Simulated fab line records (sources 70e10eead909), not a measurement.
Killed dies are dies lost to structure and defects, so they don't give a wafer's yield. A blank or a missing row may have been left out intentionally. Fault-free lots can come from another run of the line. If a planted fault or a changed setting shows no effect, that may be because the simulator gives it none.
fab line records + flow nand-harc
[record]
- lots = 12
- wafers = 36
- last-day = 34
route steps=1302 shown P_GATE@156 END@1302
lots that met no fault: from a run of the same line without faults
start-h: hours from the record's opening day to when the first of the lot's shown wafers began + wait-h: hours elapsed since this lot's preceding step + " unchanged from the row above + L1.1+2: several wafers, shown together as one row + - either no value or no given start + * or withheld: withheld + < > ~ a bound
route shown NAME@n: NAME is a module with steps in the file, n the number in the route of the first one + usual: average and standard deviation across the fault-free wafers + same: alike in all rows + chamber/n: place in a boat + sites: each site's reading + _std_site: how widely they spread, as a standard deviation + _edge_site: inner sites' mean taken away from outer sites' mean + radius-mm: for every site, how far away it sits from the centre of the wafer + mask NAME#n: copy n + behind: tool/chamber where the wafer was last shaped + hold: why the lot was held/for how many hours/how that ended + device: whichever transistor did not switch (one of n, p or np) + end of line: at the end of the route, the tests of the same wafers + a step without rows: its recipe alone + killed: dies that structure and defects cost at the first sort, which is not the same as the wafer's yield + map: dies across one wafer; x = killed, . = not, _ = none there
set.NAME: the run value of the setting; set.NAME@STEP: its run value at that earlier step + model.NAME: the simulator's own value behind a step, which no gauge read
route steps across a sampled set of lots; one table per step, one row per wafer
services: when a tool's chamber went out of use (start-h, in hours from the record's first day, below 0 if earlier), for how many hours, and the reason
[[steps]]
[step NHARC_P_GATE_ETCHBACK_37]
[recipe]
- target-depth-a = 345
- time-s = 17.2
- chf3-flow-sccm = 50
- o2-flow-sccm = 10
- ar-flow-sccm = 200
- rf-w = 500
- bias-w = 200
- chemistry = CHF3/O2
[usual]
- drypump-motor-current-A = 5.8/0.38
- o2-flow-sccm = 10.001/0.028
- oes-product-au = 0.95/0.033
- rf-vpp-V = 371.1/2.4
- showerhead-plenum-p-Torr = 2.42/0.1
- throttle-valve-pct = 20.572/0.01
| lot.wafer | tool        | chamber | start-h | wait-h | drypump-motor-current-A | o2-flow-sccm | oes-product-au | rf-hours-counter-h | rf-vpp-V | showerhead-plenum-p-Torr | throttle-valve-pct |
|-----------|-------------|---------|---------|--------|-------------------------|--------------|----------------|--------------------|----------|--------------------------|--------------------|
| L126.1    | rie-diel-05 | 0       | -       | -      | 6.1                     | 10.007       | 0.93           | 2.1                | 370.4    | 2.40                     | 20.572             |
| L126.4    | "           | 1       | "       | "      | 6.0                     | 10.026       | 0.94           | 1.5                | 369.9    | 2.40                     | 20.577             |
| L126.6    | "           | 0       | "       | "      | 6.1                     | 10.004       | 0.92           | -                  | 370.3    | 2.40                     | 20.575             |
| L129.4    | rie-diel-12 | 3       | -       | -      | 6.5                     | 9.950        | 0.94           | 2.5                | 372.6    | 2.54                     | 20.584             |
| L129.6    | "           | 3       | "       | "      | 6.5                     | 10.002       | 0.95           | -                  | 374.7    | 2.54                     | 20.568             |
| L129.5    | "           | 0       | "       | "      | 5.9                     | 9.942        | 0.94           | -                  | 373.7    | 2.55                     | 20.573             |
| L130.3    | rie-diel-05 | 3       | -       | -      | 6.4                     | 9.968        | 1.00           | 4.0                | 374.2    | 2.58                     | 20.577             |
| L130.5    | "           | 2       | "       | "      | 5.5                     | 9.983        | 0.99           | -                  | 369.4    | 2.34                     | 20.589             |
| L130.6    | "           | 3       | "       | "      | 6.4                     | 9.995        | 1.00           | -                  | 374.3    | 2.58                     | 20.585             |
| L131.2    | rie-diel-12 | 2       | -       | -      | 5.9                     | 9.995        | 0.96           | 3.8                | 367.0    | 2.26                     | 20.567             |
| L131.4    | "           | 3       | "       | "      | 6.5                     | 10.013       | 0.96           | 4.3                | 374.5    | 2.53                     | 20.568             |
| L131.5    | "           | 2       | "       | "      | 5.9                     | 10.020       | 0.96           | -                  | 367.1    | 2.26                     | 20.576             |
| L132.4    | rie-diel-06 | 2       | -       | -      | 5.5                     | 10.011       | 0.96           | 2.7                | 367.6    | 2.25                     | 20.572             |
| L132.5    | "           | 1       | "       | "      | 5.1                     | 9.974        | 0.94           | -                  | 369.7    | 2.42                     | 20.576             |
| L132.6    | "           | 2       | "       | "      | 5.5                     | 10.012       | 0.94           | -                  | 367.3    | 2.25                     | 20.570             |
| L133.2    | rie-diel-12 | 1       | -       | -      | 5.8                     | 10.033       | 0.93           | 5.7                | 372.9    | 2.46                     | 20.581             |
| L133.6    | "           | 2       | "       | "      | 5.9                     | 10.028       | 0.92           | -                  | 366.9    | 2.26                     | 20.576             |
| L133.5    | "           | 3       | "       | "      | 6.5                     | 9.985        | 0.92           | -                  | 373.2    | 2.53                     | 20.563             |
| L134.1    | rie-diel-05 | 1       | -       | -      | 6.0                     | 9.974        | 0.92           | 6.1                | 370.7    | 2.40                     | 20.572             |
| L134.4    | "           | 2       | "       | "      | 5.5                     | 9.982        | 0.92           | 4.9                | 368.9    | 2.34                     | 20.585             |
| L134.2    | "           | 0       | "       | "      | 6.1                     | 9.957        | 0.93           | 6.1                | 370.7    | 2.40                     | 20.559             |
| L135.3    | rie-diel-05 | 1       | -       | -      | 6.0                     | 10.021       | 1.00           | 6.7                | 371.4    | 2.40                     | 20.559             |
| L135.1    | "           | 3       | "       | "      | 6.4                     | 9.972        | 1.00           | 7.4                | 375.3    | 2.58                     | 20.579             |
| L135.2    | "           | 0       | "       | "      | 6.1                     | 9.973        | 1.01           | 6.7                | 370.3    | 2.40                     | 20.556             |
| L146.2    | rie-diel-05 | 2       | -       | -      | 5.5                     | 9.964        | 1.01           | 3.0                | 370.0    | 2.33                     | 20.570             |
| L146.1    | "           | 0       | "       | "      | 6.1                     | 9.967        | 1.01           | 2.6                | 369.3    | 2.40                     | 20.573             |
| L146.5    | "           | 2       | "       | "      | 5.5                     | 9.956        | 1.01           | -                  | 369.1    | 2.33                     | 20.574             |
| L147.4    | rie-diel-05 | 1       | -       | -      | 6.0                     | 10.069       | 0.93           | 3.8                | 371.2    | 2.40                     | 20.558             |
| L147.3    | "           | 0       | "       | "      | 6.1                     | 10.002       | 0.92           | 2.9                | 369.9    | 2.40                     | 20.569             |
| L147.6    | "           | 2       | "       | "      | 5.5                     | 9.994        | 0.93           | -                  | 368.6    | 2.33                     | 20.551             |
| L148.1    | rie-diel-06 | 1       | -       | -      | 5.1                     | 10.006       | 0.93           | 0.7                | 371.0    | 2.41                     | 20.562             |
| L148.2    | "           | 2       | "       | "      | 5.5                     | 10.045       | 0.92           | 1.3                | 367.7    | 2.25                     | 20.562             |
| L148.6    | "           | 0       | "       | "      | 5.5                     | 9.979        | 0.94           | -                  | 370.0    | 2.45                     | 20.562             |
| L149.2    | rie-diel-06 | 2       | -       | -      | 5.5                     | 9.997        | 1.00           | 1.3                | 367.4    | 2.25                     | 20.575             |
| L149.6    | "           | 2       | "       | "      | 5.5                     | 10.005       | 1.00           | -                  | 367.5    | 2.25                     | 20.578             |
| L149.5    | "           | 3       | "       | "      | 5.7                     | 10.005       | 1.02           | -                  | 373.4    | 2.52                     | 20.579             |
[step NHARC_P_GATE_STRIP_76]
[recipe]
- power-w = 1500
- temp-c = 250
- chemistry = O2
[usual]
- drypump-motor-current-A = 5.85/0.23
- heater-power-w = 317/30
| lot.wafer | tool            | chamber | start-h | wait-h | drypump-motor-current-A | heater-power-w | rf-hours-counter-h |
|-----------|-----------------|---------|---------|--------|-------------------------|----------------|--------------------|
| L126.1    | plasma-asher-01 | 0       | 112.39  | 0.2    | 5.96                    | 358            | 25                 |
| L126.4    | "               | 1       | "       | "      | 6.09                    | 287            | -                  |
| L126.6    | "               | 1       | "       | "      | 6.10                    | 281            | -                  |
| L129.4    | plasma-asher-02 | 1       | 141.30  | 0.2    | 5.81                    | 319            | -                  |
| L129.5    | "               | 1       | "       | "      | 5.80                    | 318            | -                  |
| L129.6    | "               | 0       | "       | "      | 5.46                    | 325            | -                  |
| L130.3    | plasma-asher-01 | 0       | 156.50  | 0.2    | 5.95                    | 354            | -                  |
| L130.6    | "               | 0       | "       | "      | 5.98                    | 357            | -                  |
| L130.5    | "               | 1       | "       | "      | 6.09                    | 291            | -                  |
| L131.2    | plasma-asher-01 | 0       | 160.28  | 0.2    | 5.97                    | 362            | 35                 |
| L131.4    | "               | 0       | "       | "      | 5.95                    | 362            | -                  |
| L131.5    | "               | 1       | "       | "      | 6.09                    | 281            | -                  |
| L132.4    | plasma-asher-01 | 1       | 178.59  | 0.2    | 6.09                    | 273            | -                  |
| L132.5    | "               | 1       | "       | "      | 6.11                    | 275            | -                  |
| L132.6    | "               | 0       | "       | "      | 5.95                    | 330            | -                  |
| L133.2    | plasma-asher-02 | 0       | 179.25  | 0.2    | 5.45                    | 329            | 21                 |
| L133.6    | "               | 0       | "       | "      | 5.44                    | 328            | -                  |
| L133.5    | "               | 1       | "       | "      | 5.84                    | 322            | -                  |
| L134.2    | plasma-asher-02 | 0       | 198.29  | 0.2    | 5.46                    | 319            | 23                 |
| L134.1    | "               | 1       | "       | "      | 5.79                    | 322            | 23                 |
| L134.4    | "               | 1       | "       | "      | 5.81                    | 315            | -                  |
| L135.1    | plasma-asher-01 | 1       | 205.76  | 0.2    | 6.09                    | 266            | 6                  |
| L135.2    | "               | 0       | "       | "      | 5.97                    | 342            | 6                  |
| L135.3    | "               | 1       | "       | "      | 6.12                    | 268            | -                  |
| L146.1    | plasma-asher-02 | 1       | 307.32  | 0.2    | 5.80                    | 313            | 10                 |
| L146.2    | "               | 0       | "       | "      | 5.46                    | 338            | 10                 |
| L146.5    | "               | 1       | "       | "      | 5.81                    | 314            | -                  |
| L147.4    | plasma-asher-01 | 1       | 319.62  | 0.2    | 6.10                    | 264            | -                  |
| L147.3    | "               | 0       | "       | "      | 5.96                    | 347            | -                  |
| L147.6    | "               | 0       | "       | "      | 5.95                    | 347            | -                  |
| L148.1    | plasma-asher-01 | 1       | 334.79  | 0.2    | 6.10                    | 261            | 32                 |
| L148.2    | "               | 0       | "       | "      | 5.94                    | 354            | 32                 |
| L148.6    | "               | 0       | "       | "      | 5.95                    | 356            | -                  |
| L149.2    | plasma-asher-02 | 1       | 337.84  | 0.2    | 5.82                    | 315            | 16                 |
| L149.6    | "               | 0       | "       | "      | 5.49                    | 339            | -                  |
| L149.5    | "               | 1       | "       | "      | 5.82                    | 317            | -                  |
[step NHARC_P_GATE_EXPOSE_88]
[recipe]
- na = 0.6
- target-cd-nm = 2000
- dose-mj = 11.87
- mask-id = P_HVN
[usual]
- exposure-dose-mJ-cm2 = 11.868/0.012
| lot.wafer | tool           | chamber | start-h | wait-h | mask    | exposure-dose-mJ-cm2 |
|-----------|----------------|---------|---------|--------|---------|----------------------|
| L126.1    | krf-scanner-04 | 0       | 113.01  | -      | P_HVN#0 | 11.869               |
| L126.4    | "              | 0       | "       | "      | P_HVN#0 | 11.861               |
| L126.6    | "              | 0       | "       | "      | P_HVN#0 | 11.875               |
| L129.4    | krf-scanner-04 | 0       | 141.93  | -      | P_HVN#0 | 11.870               |
| L129.5    | "              | 0       | "       | "      | P_HVN#0 | 11.859               |
| L129.6    | "              | 0       | "       | "      | P_HVN#0 | 11.859               |
| L130.3    | krf-scanner-04 | 0       | 157.13  | -      | P_HVN#0 | 11.858               |
| L130.5    | "              | 0       | "       | "      | P_HVN#0 | 11.886               |
| L130.6    | "              | 0       | "       | "      | P_HVN#0 | 11.886               |
| L131.2    | krf-scanner-04 | 0       | 160.93  | -      | P_HVN#0 | 11.847               |
| L131.4    | "              | 0       | "       | "      | P_HVN#0 | 11.859               |
| L131.5    | "              | 0       | "       | "      | P_HVN#0 | 11.835               |
| L132.4    | krf-scanner-03 | 0       | 179.35  | -      | P_HVN#0 | 11.876               |
| L132.5    | "              | 0       | "       | "      | P_HVN#0 | 11.874               |
| L132.6    | "              | 0       | "       | "      | P_HVN#0 | 11.867               |
| L133.2    | krf-scanner-04 | 0       | 180.01  | -      | P_HVN#0 | 11.866               |
| L133.5    | "              | 0       | "       | "      | P_HVN#0 | 11.883               |
| L133.6    | "              | 0       | "       | "      | P_HVN#0 | 11.881               |
| L134.1    | krf-scanner-04 | 0       | 198.93  | -      | P_HVN#0 | 11.882               |
| L134.2    | "              | 0       | "       | "      | P_HVN#0 | 11.867               |
| L134.4    | "              | 0       | "       | "      | P_HVN#0 | 11.881               |
| L135.1    | krf-scanner-04 | 0       | 206.40  | -      | P_HVN#0 | 11.869               |
| L135.2    | "              | 0       | "       | "      | P_HVN#0 | 11.866               |
| L135.3    | "              | 0       | "       | "      | P_HVN#0 | 11.868               |
| L146.1    | krf-scanner-04 | 0       | 308.09  | -      | P_HVN#0 | 15.785               |
| L146.2    | "              | 0       | "       | "      | P_HVN#0 | 15.785               |
| L146.5    | "              | 0       | "       | "      | P_HVN#0 | 15.773               |
| L147.3    | krf-scanner-04 | 0       | 320.24  | -      | P_HVN#0 | 15.763               |
| L147.4    | "              | 0       | "       | "      | P_HVN#0 | 15.781               |
| L147.6    | "              | 0       | "       | "      | P_HVN#0 | 15.772               |
| L148.1    | krf-scanner-03 | 0       | 335.55  | -      | P_HVN#0 | 11.871               |
| L148.2    | "              | 0       | "       | "      | P_HVN#0 | 11.882               |
| L148.6    | "              | 0       | "       | "      | P_HVN#0 | 11.870               |
| L149.2    | krf-scanner-04 | 0       | 338.60  | -      | P_HVN#0 | 15.781               |
| L149.5    | "              | 0       | "       | "      | P_HVN#0 | 15.794               |
| L149.6    | "              | 0       | "       | "      | P_HVN#0 | 15.773               |
[step NHARC_P_GATE_CD_MEAS_91]
[recipe]
- target-cd-nm = 2000
- landing-energy-ev = 500
[usual]
- cd-nm = 1999.9/2.5
| lot.wafer | tool      | chamber | start-h | wait-h | cd-nm  |
|-----------|-----------|---------|---------|--------|--------|
| L126.1    | cd-sem-01 | 0       | 113.17  | -      | 1996.2 |
| L126.4    | "         | 0       | "       | "      | 1996.4 |
| L126.6    | "         | 0       | "       | "      | 1995.1 |
| L129.4    | cd-sem-01 | 0       | 142.08  | -      | 2003.5 |
| L129.5    | "         | 0       | "       | "      | 2003.4 |
| L129.6    | "         | 0       | "       | "      | 2000.1 |
| L130.3    | cd-sem-01 | 0       | 157.28  | -      | 2003.8 |
| L130.5    | "         | 0       | "       | "      | 2000.0 |
| L130.6    | "         | 0       | "       | "      | 2003.0 |
| L131.2    | cd-sem-02 | 0       | 161.08  | -      | 2000.8 |
| L131.4    | "         | 0       | "       | "      | 2002.4 |
| L131.5    | "         | 0       | "       | "      | 2001.8 |
| L132.4    | cd-sem-02 | 0       | 179.49  | -      | 2003.6 |
| L132.5    | "         | 0       | "       | "      | 2000.4 |
| L132.6    | "         | 0       | "       | "      | 2003.1 |
| L133.2    | cd-sem-02 | 0       | 180.17  | -      | 2003.0 |
| L133.5    | "         | 0       | "       | "      | 2000.3 |
| L133.6    | "         | 0       | "       | "      | 2000.9 |
| L134.1    | cd-sem-01 | 0       | 199.08  | -      | 1999.6 |
| L134.2    | "         | 0       | "       | "      | 1999.9 |
| L134.4    | "         | 0       | "       | "      | 2000.0 |
| L135.1    | cd-sem-02 | 0       | 206.55  | -      | 2000.5 |
| L135.2    | "         | 0       | "       | "      | 1999.2 |
| L135.3    | "         | 0       | "       | "      | 1998.0 |
| L146.1    | cd-sem-02 | 0       | 308.25  | -      | 2044.4 |
| L146.2    | "         | 0       | "       | "      | 2048.2 |
| L146.5    | "         | 0       | "       | "      | 2045.6 |
| L147.3    | cd-sem-01 | 0       | 320.39  | -      | 2044.8 |
| L147.4    | "         | 0       | "       | "      | 2047.2 |
| L147.6    | "         | 0       | "       | "      | 2048.8 |
| L148.1    | cd-sem-01 | 0       | 335.70  | -      | 1997.7 |
| L148.2    | "         | 0       | "       | "      | 1997.4 |
| L148.6    | "         | 0       | "       | "      | 1998.8 |
| L149.2    | cd-sem-02 | 0       | 338.75  | -      | 2053.0 |
| L149.5    | "         | 0       | "       | "      | 2052.7 |
| L149.6    | "         | 0       | "       | "      | 2048.9 |
[step NHARC_P_GATE_STRIP_113]
[recipe]
- power-w = 1500
- temp-c = 110
- time-s = 740
- chemistry = N2/H2
[usual]
- drypump-motor-current-A = 5.82/0.24
- heater-power-w = 85/7.6
| lot.wafer | tool            | chamber | start-h | wait-h | drypump-motor-current-A | heater-power-w | rf-hours-counter-h |
|-----------|-----------------|---------|---------|--------|-------------------------|----------------|--------------------|
| L126.1    | plasma-asher-01 | 1       | 113.81  | 0.3    | 6.07                    | 77             | 25                 |
| L126.4    | "               | 1       | "       | "      | 6.09                    | 76             | -                  |
| L126.6    | "               | 1       | "       | "      | 6.08                    | 78             | -                  |
| L129.4    | plasma-asher-01 | 1       | 142.84  | 0.3    | 6.08                    | 77             | -                  |
| L129.6    | "               | 1       | "       | "      | 6.09                    | 74             | -                  |
| L129.5    | "               | 0       | "       | "      | 5.95                    | 96             | -                  |
| L130.3    | plasma-asher-02 | 1       | 158.16  | 0.5    | 5.82                    | 88             | -                  |
| L130.6    | "               | 0       | "       | "      | 5.48                    | 88             | -                  |
| L130.5    | "               | 1       | "       | "      | 5.83                    | 84             | -                  |
| L131.2    | plasma-asher-02 | 1       | 161.61  | 0.2    | 5.79                    | 87             | 15                 |
| L131.4    | "               | 0       | "       | "      | 5.46                    | 86             | -                  |
| L131.5    | "               | 0       | "       | "      | 5.45                    | 87             | -                  |
| L132.4    | plasma-asher-01 | 0       | 180.25  | 0.3    | 5.98                    | 95             | -                  |
| L132.6    | "               | 0       | "       | "      | 5.96                    | 95             | -                  |
| L132.5    | "               | 1       | "       | "      | 6.09                    | 71             | -                  |
| L133.2    | plasma-asher-02 | 0       | 180.81  | 0.3    | 5.47                    | 87             | 21                 |
| L133.5    | "               | 1       | "       | "      | 5.80                    | 85             | -                  |
| L133.6    | "               | 0       | "       | "      | 5.46                    | 86             | -                  |
| L134.2    | plasma-asher-02 | 1       | 199.61  | 0.2    | 5.84                    | 86             | 23                 |
| L134.1    | "               | 0       | "       | "      | 5.47                    | 87             | 23                 |
| L134.4    | "               | 0       | "       | "      | 5.48                    | 88             | -                  |
| L135.2    | plasma-asher-01 | 1       | 207.10  | 0.2    | 6.12                    | 74             | 6                  |
| L135.1    | "               | 0       | "       | "      | 5.94                    | 94             | 6                  |
| L135.3    | "               | 0       | "       | "      | 5.96                    | 94             | -                  |
| L146.1    | plasma-asher-02 | 0       | 308.78  | 0.2    | 5.46                    | 89             | 10                 |
| L146.2    | "               | 1       | "       | "      | 5.83                    | 86             | 10                 |
| L146.5    | "               | 1       | "       | "      | 5.80                    | 84             | -                  |
| L147.3    | plasma-asher-01 | 0       | 321.34  | 0.5    | 5.98                    | 95             | -                  |
| L147.4    | "               | 1       | "       | "      | 6.09                    | 73             | -                  |
| L147.6    | "               | 0       | "       | "      | 5.98                    | 92             | -                  |
| L148.1    | plasma-asher-01 | 1       | 336.35  | 0.3    | 6.10                    | 72             | 33                 |
| L148.2    | "               | 0       | "       | "      | 5.96                    | 97             | 33                 |
| L148.6    | "               | 1       | "       | "      | 6.08                    | 72             | -                  |
| L149.2    | plasma-asher-02 | 0       | 339.40  | 0.3    | 5.45                    | 91             | 17                 |
| L149.6    | "               | 1       | "       | "      | 5.84                    | 85             | -                  |
| L149.5    | "               | 0       | "       | "      | 5.45                    | 91             | -                  |
[step NHARC_END_SORT_01]
[recipe]
- temp-c = 25
[usual]
- killed-at-array = 57/18
- killed-at-other = 0.8/1
- killed-at-periphery = 3.9/2.8
- killed-dies = 62/18
- killed-open = 3.4/1.8
- killed-short = 2.2/1.6
[same]
- gross-dies = 677
| lot.wafer | tool      | chamber | start-h | wait-h | killed-at-array | killed-at-other | killed-at-periphery | killed-dies | killed-open | killed-short |
|-----------|-----------|---------|---------|--------|-----------------|-----------------|---------------------|-------------|-------------|--------------|
| L147.3    | prober-01 | 0       | 783.77  | 3.1    | 35              | 0               | 10                  | 45          | 3           | 4            |
| L147.4    | prober-01 | 0       | 784.55  | 3.3    | 44              | 0               | 10                  | 54          | 3           | 3            |
| L147.6    | prober-01 | 0       | 786.12  | 3.9    | 26              | 1               | 8                   | 35          | 3           | 5            |
// killed by level:class
L147.3 A_CHANNEL_HOLE_D1:chamber-film-flake=15 A_SLIT:chamber-film-flake=8 A_CONTACT:chamber-film-flake=6 P_GATE:chamber-film-flake=4 P_M1:chamber-film-flake=2 A_CHANNEL_HOLE_D2:chamber-film-flake=2 P_GATE:geometric-particle:short=1 P_CONTACT:geometric-particle:open=1
L147.4 A_CHANNEL_HOLE_D1:chamber-film-flake=18 A_CONTACT:chamber-film-flake=10 A_SLIT:chamber-film-flake=8 P_M1:chamber-film-flake=5 P_GATE:chamber-film-flake=3 A_STAIRCASE:chamber-film-flake=3 P_M0:geometric-particle:open=2 A_ONON_D1:geometric-particle:short=1
L147.6 A_CHANNEL_HOLE_D1:chamber-film-flake=8 P_M1:chamber-film-flake=6 A_STAIRCASE:chamber-film-flake=3 A_SLIT:chamber-film-flake=3 A_CONTACT:chamber-film-flake=3 P_CONTACT:geometric-particle:short=1 A_ONON_D1:geometric-particle:short=1 A_DECK1_JOINT:geometric-particle:short=1
[[services]]
| tool            | chamber | start-h | hours | kind   |
|-----------------|---------|---------|-------|--------|
| rie-diel-12     | -       | 91.40   | 9.0   | pm     |
| plasma-asher-02 | -       | 98.01   | 2.4   | repair |
| rie-diel-06     | 2       | 109.60  | 6.1   | repair |
| rie-diel-06     | -       | 124.93  | 0.1   | repair |
| rie-diel-06     | -       | 130.27  | 9.0   | pm     |
| rie-diel-05     | 0       | 134.22  | 4.4   | repair |
| krf-scanner-04  | -       | 142.36  | 0.7   | repair |
| rie-diel-05     | 2       | 155.74  | 2.8   | repair |
| plasma-asher-01 | -       | 165.07  | 9.0   | pm     |
| krf-scanner-04  | -       | 182.00  | 4.0   | pm     |
| rie-diel-06     | 2       | 213.22  | 6.0   | repair |
| plasma-asher-02 | -       | 218.38  | 1.0   | repair |
| rie-diel-06     | 3       | 220.10  | 6.1   | repair |
| krf-scanner-03  | -       | 224.00  | 4.0   | pm     |
| rie-diel-05     | -       | 229.66  | 9.0   | pm     |
| rie-diel-05     | 2       | 240.45  | 12.0  | repair |
| plasma-asher-01 | -       | 241.89  | 0.8   | repair |
| plasma-asher-02 | -       | 249.00  | 9.0   | pm     |
| rie-diel-12     | -       | 268.40  | 9.0   | pm     |
| rie-diel-12     | 3       | 283.44  | 5.6   | repair |
| rie-diel-06     | 2       | 294.14  | 7.0   | repair |
| rie-diel-06     | -       | 307.27  | 9.0   | pm     |
| plasma-asher-01 | -       | 316.57  | 1.7   | repair |
| krf-scanner-04  | -       | 325.06  | 1.4   | repair |
[[key]]
[first-sign]
- step = NHARC_P_GATE_EXPOSE_88
- reading = exposure-dose-mJ-cm2
- direction = up
- sigmas = 99+
- usual = 11.868
- struck = 15.778
[effect]
- step = NHARC_P_GATE_CD_MEAS_91
- reading = cd-nm
- direction = up
- sigmas = 19
- usual = 1999.9
- struck = 2048.2
met-at NHARC_P_GATE_EXPOSE_88
struck-lots L146,L147,L149
tester-left-out L146,L147,L149
not-acting-at NHARC_P_GATE_ETCHBACK_37,NHARC_P_GATE_STRIP_76,NHARC_P_GATE_STRIP_113
onset-between 206.40 308.09
[fault]
- kind = process-parameter-drift
- tool = krf-scanner-04
- chamber = -
- onset-h = 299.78
- steps = NHARC_P_GATE_EXPOSE_88
- channel = dose-mj
- offset = 3.9101
- shape = step
- acts-in = these-recipes-only
- stated = 11.87
// tester-left-out: of these lots the tester's yield and bins aren't shown, on N5 and GAA mostly nor the transistor test; their killed dies are dies lost to structure and defects alone, not to doping, threshold or leakage, so they don't give the yield
